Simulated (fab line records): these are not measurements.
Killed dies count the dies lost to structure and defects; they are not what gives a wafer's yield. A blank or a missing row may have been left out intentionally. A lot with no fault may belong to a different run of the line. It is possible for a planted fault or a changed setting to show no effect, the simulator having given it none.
fab line records -- flow n5_finfet
record lots=4, wafers=11, last_day=17
route steps=1938 shown BEOL_M4@1099 BEOL_M5@1112 BEOL_M11@1536 PASSIVATION@1936
lots that met no fault: from a run of the same line without faults
start_h: the number of hours between the record's first day and the start of the first shown wafer of the lot -- wait_h: hours elapsed since this lot's preceding step -- " same as the row above -- L1.1+2: a row that stands for several wafers -- - value missing, or start not given -- * or withheld: withheld -- < > ~ a bound
route shown NAME@n: a module of which the file shows steps, and the number in the route of the first -- usual: mean/standard deviation taken from wafers without a fault -- same: alike in all rows -- chamber/n: place in a boat -- sites: readings site by site -- _std_site: how widely they spread, as a standard deviation -- _edge_site: inner sites' mean taken away from outer sites' mean -- radius_mm: how far each site lies from the wafer's centre -- mask NAME#n: copy n -- behind: tool/chamber where the wafer was last shaped -- hold: why the lot went on hold/how many hours it stayed there/how the hold came to an end -- device: the n, p or np transistor that did not switch -- end of line: tests of these same wafers at the route's end -- step lacking rows: just its recipe -- killed: dies lost to structure and defects at the first sort, not the wafer's yield -- map: a wafer's dies, x killed, . not, _ none there
set.NAME: the run value of the setting; set.NAME@STEP: its run value at that earlier step -- model.NAME: the simulator's own value behind a step, which no gauge read
lots at some steps of the route; a table a step, a row a wafer
services: from which hour (start_h, from the record's first day; less than 0 if before it) a tool's chamber was out of use, for how many hours, and why
## steps
# step N5_BEOL_M4_ANNEAL_95
# recipe temp_c=400, time_s=240, ambient=vacuum
# step N5_BEOL_M4_SPUTTER_96
# recipe material=Cu, target_thk_a=45, temp_c=-20, chamber_pressure_pa=0.07, power_w=withheld, time_s=8.29
# step N5_BEOL_M4_ECD_50
# recipe material=Cu, target_thk_a=3000
# step N5_BEOL_M4_ANNEAL_51
# recipe temp_c=225, time_s=90, ambient=N2
# step N5_BEOL_M4_CMP_52
# recipe stop_on=SiOC, t_overpolish_s=6.8, down_force_psi=1, platen_rpm=50, clearing_platen_down_force_psi=1.5, clearing_platen_rpm=50, post_cmp_clean=cu_alkaline, target_thk_nm=40, clearing_platen_pad_velocity_m_s=0.99484, pad_velocity_m_s=0.99484
# step N5_BEOL_M4_PRE_CLEAN_60
# recipe gas=NH3/H2, time_s=15, temp_c=*, rf_power_w=300
# step N5_BEOL_M4_CO_CAP_55
# recipe material=Co, target_thk_a=20, temp_c=200, precursor=CCTBA/H2, pressure_torr=30, time_s=102.1
# step N5_BEOL_M4_PRE_CLEAN_56
# recipe gas=NH3, time_s=15, temp_c=withheld, rf_power_w=300
# step N5_BEOL_M4_DEP_57
# recipe material=SiCN, target_thk_a=80, temp_c=withheld, precursor=3MS/NH3, pressure_torr=3, rf_w=202, time_s=14
# step N5_BEOL_M4_RC_MEAS_101
# usual DIBL_N=36.0/1.7, DIBL_P=35.8/2, IOFF_N=0.15/0.03, IOFF_P=0.20/0.037, ION_N=670/12, ION_P=460/7.2, SS_N=71.5/0.68, SS_P=73.2/0.65, VT_N=250/3.1, VT_P=-251/3.4
lot.wafer,tool,chamber,start_h,wait_h,DIBL_N[mV/V],DIBL_P[mV/V],IOFF_N[nA/um],IOFF_P[nA/um],ION_N[uA/um],ION_P[uA/um],SS_N[mV/dec],SS_P[mV/dec],VT_N[mV],VT_P[mV]
L407.1,prober-01,0,175.47,0.0,36.5,34.6,0.14,0.19,664,451,72.2,73.3,252,-254
L407.3,prober-01,0,175.47,0.0,33.3,31.9,0.10,0.16,652,456,70.6,72.2,256,-255
L407.4,prober-01,0,175.47,0.0,35.3,34.9,0.14,0.20,683,471,71.2,72.7,250,-250
L413.1,prober-01,0,208.96,0.0,38.7,39.7,0.21,0.25,689,466,72.3,74.0,251,-249
L413.3,prober-01,0,208.96,0.0,36.3,37.1,0.17,0.20,684,463,71.6,72.8,249,-251
L413.4,prober-01,0,208.96,0.0,37.2,37.7,0.17,0.21,676,463,71.8,73.4,252,-250
L417.1,prober-01,0,243.61,0.0,38.3,37.8,0.17,0.24,676,469,72.2,74.1,251,-246
L417.4,prober-01,0,243.61,0.0,36.1,33.7,0.13,0.18,646,451,71.4,72.9,254,-251
L429.2,prober-02,0,317.27,0.2,36.1,36.7,0.16,0.20,684,453,71.5,73.2,248,-252
L429.4,prober-02,0,317.27,0.2,36.6,37.8,0.17,0.21,673,458,72.2,73.5,249,-253
L429.6,prober-02,0,317.27,0.2,36.3,37.6,0.16,0.21,674,459,70.7,73.5,248,-250
# step N5_BEOL_M5_ILD_DEP_00
# recipe material=SiCOH_lowk, target_thk_a=1406.4, temp_c=300, precursor=DEMS/porogen, pressure_torr=5, rf_w=500, time_s=25.9
# step N5_BEOL_M5_CURE_79
# recipe temp_c=385, time_s=240, ambient=He/Ar, material=SiCOH_lowk
# step N5_BEOL_M5_PECVD_70
# recipe material=SiO2, target_thk_a=160, temp_c=400, precursor=TEOS/O2, pressure_torr=5.5, rf_w=450, teos_flow_sccm=53.8, gas=O2, flow_sccm=3000, time_s=18
# step N5_BEOL_M5_HM_DEP_02
# recipe material=TiN, target_thk_a=200, temp_c=25, chamber_pressure_pa=0.49996
# step N5_BEOL_M5_COAT_59
# recipe resist=SOC, temp_c=250, time_s=60, spin_rpm=1500, resist_thk_nm=60
# step N5_BEOL_M5_COAT_60
# recipe resist=SiARC, temp_c=220, time_s=60, spin_rpm=1500, resist_thk_nm=12
# step N5_BEOL_M5_COAT_71
# recipe resist=underlayer, temp_c=205, time_s=60, spin_rpm=1500, resist_thk_nm=5
# step N5_BEOL_M5_COAT_05
# recipe resist=CAR-EUV, spin_rpm=1500, resist_thk_nm=30
# step N5_BEOL_M5_EBR_07
# recipe solvent=PGMEA, ebr_width_mm=1.5
# step N5_BEOL_M5_SOFTBAKE_06
# recipe temp_c=110, time_s=60, resist=CAR-EUV
# step N5_BEOL_M5_EXPOSE_08
# recipe mask_id=M5, na=0.33, source_shape=annular, sigma_inner=0.4, sigma_outer=0.8, polarization=unpolarized, target_cd_nm=28, dose_mj=35.75
# step N5_BEOL_M5_PEB_09
# recipe peb_temp_c=100, peb_time_s=60, resist=CAR-EUV
# step N5_BEOL_M5_DEVELOP_10
# recipe develop_time_s=30, developer=TMAH, resist=CAR-EUV, rinse_liquid=surfactant_rinse, dry=air_spin, dev_temp_c=23
# step N5_BEOL_M5_DESCUM_16
# recipe chemistry=O2, time_s=7, source_power_w=50, bias_power_w=20, pressure_mtorr=20, rf_frequency_hz=2.712e+07, temp_c=40, resist=CAR-EUV, o2_flow_sccm=225
# step N5_BEOL_M5_ETCH_72
# recipe chemistry=N2/H2, target=underlayer, target_depth_a=65, mask_material=CAR-EUV, time_s=5.2, ion_energy_ev=200, pressure_mtorr=30, source_w=840, bias_w=150, n2_flow_sccm=200, h2_flow_sccm=200, ends=cleared
# step N5_BEOL_M5_ETCH_61
# recipe chemistry=CF4, target=SiARC, target_depth_a=156, mask_material=CAR-EUV, time_s=26, ion_energy_ev=80, pressure_mtorr=40, source_w=545, bias_w=36, Ar_flow_sccm=100, cf4_flow_sccm=100, ends=cleared
# step N5_BEOL_M5_ETCH_62
# recipe chemistry=N2/H2, target=SOC, target_depth_a=750, overetch_a=150, mask_material=SiARC, temp_c=40, time_s=112.5, ion_energy_ev=200, pressure_mtorr=30, source_w=840, bias_w=150, n2_flow_sccm=200, h2_flow_sccm=200
# step N5_BEOL_M5_STRIP_63
# recipe chemistry=N2/H2, temp_c=40, n2_flow_sccm=200, h2_flow_sccm=200, rf_frequency_hz=6e+07
# step N5_BEOL_M5_STRIP_73
# recipe chemistry=N2/H2, temp_c=40, n2_flow_sccm=200, h2_flow_sccm=200, rf_frequency_hz=6e+07
# step N5_BEOL_M5_STRIP_64
# recipe chemistry=CF4, resist=SiARC, power_w=300, bias_power_w=75, pressure_mtorr=50, cf4_flow_sccm=150, rf_frequency_hz=6e+07
# step N5_BEOL_M5_HM_OPEN_17
# recipe chemistry=Cl2/BCl3, target_depth_a=200, overetch_a=60, target=TiN, mask_material=SOC, ion_energy_ev=150, pressure_mtorr=10, icp_w=1000, bias_w=126, Cl2_flow_sccm=53.25, bcl3_flow_sccm=21.75, Ar_flow_sccm=25
# step N5_BEOL_M5_STRIP_19
# recipe chemistry=O2, power_w=400, temp_c=40, pressure_mtorr=30, rf_frequency_hz=6e+07, bias_power_w=0, overash_fraction=0.2, o2_flow_sccm=225
# step N5_BEOL_M5_COAT_65
# recipe resist=SOC, temp_c=250, time_s=60, spin_rpm=1500, resist_thk_nm=60
# step N5_BEOL_M5_COAT_66
# recipe resist=SiARC, temp_c=220, time_s=60, spin_rpm=1500, resist_thk_nm=12
# step N5_BEOL_M11_ILD_DEP_00
# recipe material=SiCOH_lowk, target_thk_a=3085.1, temp_c=300, precursor=DEMS/porogen, pressure_torr=5, rf_w=500, time_s=58
# usual heater_power_outer_w=148/33, heater_power_w=312/44, run_length_s=100.8/0.4, showerhead_plenum_p_Torr=5.733/0.014, throttle_valve_pct=13.7/0.75
lot.wafer,tool,chamber,start_h,wait_h,heater_power_outer_w,heater_power_w,run_length_s,showerhead_plenum_p_Torr,throttle_valve_pct,model.SiCOH_lowk_of_BEOL_M11_ILD_DEP_00.thk_nm
L407.1,pecvd-04,1,240.96,0.0,138,333,100.4,5.720,13.0,307.2
L407.3,pecvd-04,0,240.96,0.0,119,270,100.7,5.710,14.8,308.2
L407.4,pecvd-04,2,240.96,0.0,148,334,100.8,5.727,13.4,312
L413.1,pecvd-04,2,264.62,0.0,158,345,101.4,5.746,13.6,305.8
L413.3,pecvd-04,1,264.62,0.0,128,317,100.5,5.737,12.9,311.2
L413.4,pecvd-04,1,264.62,0.0,134,345,117.8,5.736,13.1,403.2
L417.1,pecvd-04,1,296.44,0.0,157,359,100.3,5.735,13.0,305
L417.4,pecvd-04,1,296.44,0.0,163,367,117.8,5.740,12.9,399.4
L429.2,pecvd-02,1,375.20,0.0,181,312,100.9,5.749,14.4,305
L429.4,pecvd-02,1,375.20,0.0,189,334,101.0,5.747,14.6,313
L429.6,pecvd-02,0,375.20,0.0,193,365,100.2,5.757,14.6,309.4
# step N5_BEOL_M11_THK_MEAS_01
# recipe reads=SiCOH_lowk_of_BEOL_M11_ILD_DEP_00
# usual M11_ILD_THK=268/3.6
lot.wafer,tool,chamber,start_h,wait_h,M11_ILD_THK[nm]
L407.1,film_metro-01,-,241.56,0.4,267
L407.3,film_metro-01,-,241.56,0.4,268
L407.4,film_metro-01,-,241.56,0.4,271
L413.1,film_metro-01,-,265.21,0.4,266
L413.3,film_metro-01,-,265.21,0.4,271
L413.4,film_metro-01,-,265.21,0.4,352
L417.1,film_metro-02,-,297.03,0.4,265
L417.4,film_metro-02,-,297.03,0.4,349
L429.2,film_metro-01,-,375.79,0.4,265
L429.4,film_metro-01,-,375.79,0.4,272
L429.6,film_metro-01,-,375.79,0.4,269
# step N5_BEOL_M11_CMP_52
# recipe stop_on=SiCOH_lowk, t_overpolish_s=7, down_force_psi=1, platen_rpm=50, clearing_platen_down_force_psi=1.5, clearing_platen_rpm=50, post_cmp_clean=cu_alkaline, target_thk_nm=140, clearing_platen_pad_velocity_m_s=0.99484, pad_velocity_m_s=0.99484
# usual motor_current_A=6.0/0.48, pad_life_wafers=1123/680
lot.wafer,tool,chamber,start_h,wait_h,motor_current_A,pad_life_wafers,model.SiCOH_lowk_of_BEOL_M11_ILD_DEP_00.thk_nm
L407.3,cmp-04,0,246.80,0.5,5.7,1452,264.8
L407.4,cmp-04,1,246.80,0.5,5.6,1453,268
L407.1,cmp-04,2,246.80,0.5,6.1,1454,263.8
L413.3,cmp-02,2,271.50,0.2,6.9,1398,267.4
L413.4,cmp-02,0,271.50,0.2,6.2,1400,349.2
L413.1,cmp-02,1,271.50,0.2,6.3,1401,262.6
L417.1,cmp-03,3,302.67,0.3,5.3,1872,261.8
L417.4,cmp-03,0,302.67,0.3,5.9,1873,345.8
L429.2,cmp-04,1,382.74,0.3,6.0,764,261.8
L429.4,cmp-04,2,382.74,0.3,6.2,765,269
L429.6,cmp-04,0,382.74,0.3,5.7,-,265.8
# step N5_PASSIVATION_PROBE_49
# usual defect_limited_yield=91.4/1.5, killed_at_M0_to_M3=32/9.8, killed_at_M4_up=15/5.6, killed_at_contacts=12/5.4, killed_at_front_end=40/13, killed_at_other=3.0/2.1, killed_dies=102/17, killed_on_rim=14/4.4, killed_open=67/13, killed_short=32/7.1, sort_bin_5_function=5.1/0.96, sort_bin_6_memory=3.2/0.7, sort_n_pass=1078/18, sort_yield_pct=91.3/1.5
# same gross_dies=1180, killed_at_back_side=0, sort_bin_4_leakage[%]=0, sort_bin_8_speed[%]=0
lot.wafer,tool,chamber,start_h,wait_h,defect_limited_yield[%],killed_at_M0_to_M3,killed_at_M4_up,killed_at_contacts,killed_at_front_end,killed_at_other,killed_dies,killed_on_rim,killed_open,killed_short,sort_bin_5_function[%],sort_bin_6_memory[%],sort_n_pass,sort_yield_pct[%]
L413.1,prober-01,-,315.24,0.0,92.8,22,23,8,27,5,85,13,56,27,4.4,2.5,1095,92.8
L413.3,prober-01,-,315.34,0.1,93.1,32,14,17,15,3,81,7,51,30,4.0,2.7,1099,93.1
L413.4,prober-01,-,315.39,0.2,0,28,1116,14,21,1,1180,152,47,29,97.1,2.6,0,0
L417.4,prober-02,-,352.55,0.2,0,30,1109,6,31,4,1180,152,55,31,97.0,2.8,0,0
# killed by level:class
L413.1 BEOL_M4:geometric_particle:open=9 MOL_CONTACT_COAG:geometric_particle:open=8 ILD0:geometric_particle:short=6 BEOL_M0_SAQP:geometric_particle:open=6 BEOL_M5:geometric_particle:open=5 ILD0:geometric_particle:open=4 BEOL_M3:geometric_particle:open=4 STARTING-WAFER:geometric_particle:short=4
L413.3 MOL_CONTACT_COAG:geometric_particle:open=12 BEOL_M2:geometric_particle:open=10 BEOL_M0_SAQP:geometric_particle:short=9 BEOL_M0_SAQP:geometric_particle:open=6 BEOL_M4:geometric_particle:open=6 MOL_CONTACT_COAG:geometric_particle:short=5 FIN_SAQP:geometric_particle:short=3 PASS1_CAP:geometric_particle:short=3
L413.4 BEOL_M11:area_etch=1102 MOL_CONTACT_COAG:geometric_particle:open=10 BEOL_M1:geometric_particle:open=8 BEOL_M0_SAQP:geometric_particle:short=7 STI_FIN_REVEAL:geometric_particle:open=6 BEOL_M4:geometric_particle:open=5 MOL_CONTACT_COAG:geometric_particle:short=4 BEOL_M2:geometric_particle:open=4
L417.4 BEOL_M11:area_etch=1094 BEOL_M0_SAQP:geometric_particle:short=13 GATE_CUT:geometric_particle:open=7 STI_FIN_REVEAL:geometric_particle:open=5 BEOL_M3:geometric_particle:open=5 BEOL_M8:geometric_particle:open=5 GATE_CUT:geometric_particle:short=4 MOL_CONTACT_COAG:geometric_particle:open=4
# map L413.4 (x killed, . not)
_________________xxxxxxxxxxxx________________
______________xxxxxxxxxxxxxxxxxx_____________
___________xxxxxxxxxxxxxxxxxxxxxxxx__________
__________xxxxxxxxxxxxxxxxxxxxxxxxxx_________
________xxxxxxxxxxxxxxxxxxxxxxxxxxxxxx_______
_______xxxxxxxxxxxxxxxxxxxxxxxxxxxxxxxx______
______xxxxxxxxxxxxxxxxxxxxxxxxxxxxxxxxxx_____
_____xxxxxxxxxxxxxxxxxxxxxxxxxxxxxxxxxxxx____
____xxxxxxxxxxxxxxxxxxxxxxxxxxxxxxxxxxxxxx___
___xxxxxxxxxxxxxxxxxxxxxxxxxxxxxxxxxxxxxxxx__
___xxxxxxxxxxxxxxxxxxxxxxxxxxxxxxxxxxxxxxxx__
__xxxxxxxxxxxxxxxxxxxxxxxxxxxxxxxxxxxxxxxxxx_
__xxxxxxxxxxxxxxxxxxxxxxxxxxxxxxxxxxxxxxxxxx_
_xxxxxxxxxxxxxxxxxxxxxxxxxxxxxxxxxxxxxxxxxxxx
_xxxxxxxxxxxxxxxxxxxxxxxxxxxxxxxxxxxxxxxxxxxx
_xxxxxxxxxxxxxxxxxxxxxxxxxxxxxxxxxxxxxxxxxxxx
_xxxxxxxxxxxxxxxxxxxxxxxxxxxxxxxxxxxxxxxxxxxx
_xxxxxxxxxxxxxxxxxxxxxxxxxxxxxxxxxxxxxxxxxxxx
_xxxxxxxxxxxxxxxxxxxxxxxxxxxxxxxxxxxxxxxxxxxx
_xxxxxxxxxxxxxxxxxxxxxxxxxxxxxxxxxxxxxxxxxxxx
_xxxxxxxxxxxxxxxxxxxxxxxxxxxxxxxxxxxxxxxxxxxx
__xxxxxxxxxxxxxxxxxxxxxxxxxxxxxxxxxxxxxxxxxx_
__xxxxxxxxxxxxxxxxxxxxxxxxxxxxxxxxxxxxxxxxxx_
___xxxxxxxxxxxxxxxxxxxxxxxxxxxxxxxxxxxxxxxx__
___xxxxxxxxxxxxxxxxxxxxxxxxxxxxxxxxxxxxxxxx__
____xxxxxxxxxxxxxxxxxxxxxxxxxxxxxxxxxxxxxx___
_____xxxxxxxxxxxxxxxxxxxxxxxxxxxxxxxxxxxx____
______xxxxxxxxxxxxxxxxxxxxxxxxxxxxxxxxxx_____
_______xxxxxxxxxxxxxxxxxxxxxxxxxxxxxxxx______
________xxxxxxxxxxxxxxxxxxxxxxxxxxxxxx_______
__________xxxxxxxxxxxxxxxxxxxxxxxxxx_________
___________xxxxxxxxxxxxxxxxxxxxxxxx__________
______________xxxxxxxxxxxxxxxxxx_____________
_________________xxxxxxxxxxxx________________
# map L417.4 (x killed, . not)
_________________xxxxxxxxxxxx________________
______________xxxxxxxxxxxxxxxxxx_____________
___________xxxxxxxxxxxxxxxxxxxxxxxx__________
__________xxxxxxxxxxxxxxxxxxxxxxxxxx_________
________xxxxxxxxxxxxxxxxxxxxxxxxxxxxxx_______
_______xxxxxxxxxxxxxxxxxxxxxxxxxxxxxxxx______
______xxxxxxxxxxxxxxxxxxxxxxxxxxxxxxxxxx_____
_____xxxxxxxxxxxxxxxxxxxxxxxxxxxxxxxxxxxx____
____xxxxxxxxxxxxxxxxxxxxxxxxxxxxxxxxxxxxxx___
___xxxxxxxxxxxxxxxxxxxxxxxxxxxxxxxxxxxxxxxx__
___xxxxxxxxxxxxxxxxxxxxxxxxxxxxxxxxxxxxxxxx__
__xxxxxxxxxxxxxxxxxxxxxxxxxxxxxxxxxxxxxxxxxx_
__xxxxxxxxxxxxxxxxxxxxxxxxxxxxxxxxxxxxxxxxxx_
_xxxxxxxxxxxxxxxxxxxxxxxxxxxxxxxxxxxxxxxxxxxx
_xxxxxxxxxxxxxxxxxxxxxxxxxxxxxxxxxxxxxxxxxxxx
_xxxxxxxxxxxxxxxxxxxxxxxxxxxxxxxxxxxxxxxxxxxx
_xxxxxxxxxxxxxxxxxxxxxxxxxxxxxxxxxxxxxxxxxxxx
_xxxxxxxxxxxxxxxxxxxxxxxxxxxxxxxxxxxxxxxxxxxx
_xxxxxxxxxxxxxxxxxxxxxxxxxxxxxxxxxxxxxxxxxxxx
_xxxxxxxxxxxxxxxxxxxxxxxxxxxxxxxxxxxxxxxxxxxx
_xxxxxxxxxxxxxxxxxxxxxxxxxxxxxxxxxxxxxxxxxxxx
__xxxxxxxxxxxxxxxxxxxxxxxxxxxxxxxxxxxxxxxxxx_
__xxxxxxxxxxxxxxxxxxxxxxxxxxxxxxxxxxxxxxxxxx_
___xxxxxxxxxxxxxxxxxxxxxxxxxxxxxxxxxxxxxxxx__
___xxxxxxxxxxxxxxxxxxxxxxxxxxxxxxxxxxxxxxxx__
____xxxxxxxxxxxxxxxxxxxxxxxxxxxxxxxxxxxxxx___
_____xxxxxxxxxxxxxxxxxxxxxxxxxxxxxxxxxxxx____
______xxxxxxxxxxxxxxxxxxxxxxxxxxxxxxxxxx_____
_______xxxxxxxxxxxxxxxxxxxxxxxxxxxxxxxx______
________xxxxxxxxxxxxxxxxxxxxxxxxxxxxxx_______
__________xxxxxxxxxxxxxxxxxxxxxxxxxx_________
___________xxxxxxxxxxxxxxxxxxxxxxxx__________
______________xxxxxxxxxxxxxxxxxx_____________
_________________xxxxxxxxxxxx________________
## services
tool,chamber,start_h,hours,kind
pecvd-02,-,219.26,2.8,pm
cmp-02,-,219.64,0.7,repair
cmp-03,-,230.98,19.1,repair
pecvd-02,2,232.76,12.9,repair
cmp-04,-,235.93,5.2,pm
pecvd-02,0,236.34,2.1,scheduled_down
cmp-04,-,243.75,1.7,repair
cmp-02,-,247.50,5.6,pm
cmp-04,-,291.40,4.0,pm
cmp-04,-,295.40,-,consumable_replace:conditioner
cmp-04,-,295.40,-,consumable_replace:pad
cmp-03,-,320.24,0.8,repair
cmp-03,-,322.89,7.7,pm
cmp-03,-,333.23,4.0,pm
cmp-03,-,337.23,-,consumable_replace:conditioner
cmp-03,-,337.23,-,consumable_replace:pad
cmp-02,-,339.40,4.0,pm
cmp-02,-,343.40,-,consumable_replace:conditioner
cmp-02,-,343.40,-,consumable_replace:pad
## key
first_sign step=N5_BEOL_M11_ILD_DEP_00, reading=run_length_s, direction=up, sigmas=43, usual=*, struck=*
effect step=N5_BEOL_M11_THK_MEAS_01, reading=M11_ILD_THK, direction=up, sigmas=23, usual=268, struck=351
effect step=N5_PASSIVATION_PROBE_49, reading=killed_at_M4_up, direction=up, sigmas=99+, usual=15, struck=1112
model_effect step=N5_BEOL_M11_ILD_DEP_00, value=SiCOH_lowk_of_BEOL_M11_ILD_DEP_00.thk_nm, without=310.1, struck=401.3
model_effect step=N5_BEOL_M11_CMP_52, value=SiCOH_lowk_of_BEOL_M11_ILD_DEP_00.thk_nm, without=266.4, struck=347.5
more_kills_born_at N5_BEOL_M11_ETCH_41@rie_diel-06=1102, N5_BEOL_M11_ETCH_41@rie_diel-01=1094
met_at N5_BEOL_M11_ILD_DEP_00
struck_wafers L413.4,L417.4
later_rows_left_out L413.4,L417.4
onset_between 240.96 264.62
fault kind=process_parameter_drift, tool=pecvd-04, chamber=-, onset_h=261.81, steps=N5_BEOL_M11_ILD_DEP_00, channel=time_s, offset=*, shape=step, end_h=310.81, scope=struck_wafers_only, acts_in=*, stated=*
# later_rows_left_out: the simulator's readings of these wafers behind a module that went badly wrong aren't trusted and aren't shown, but for the sort
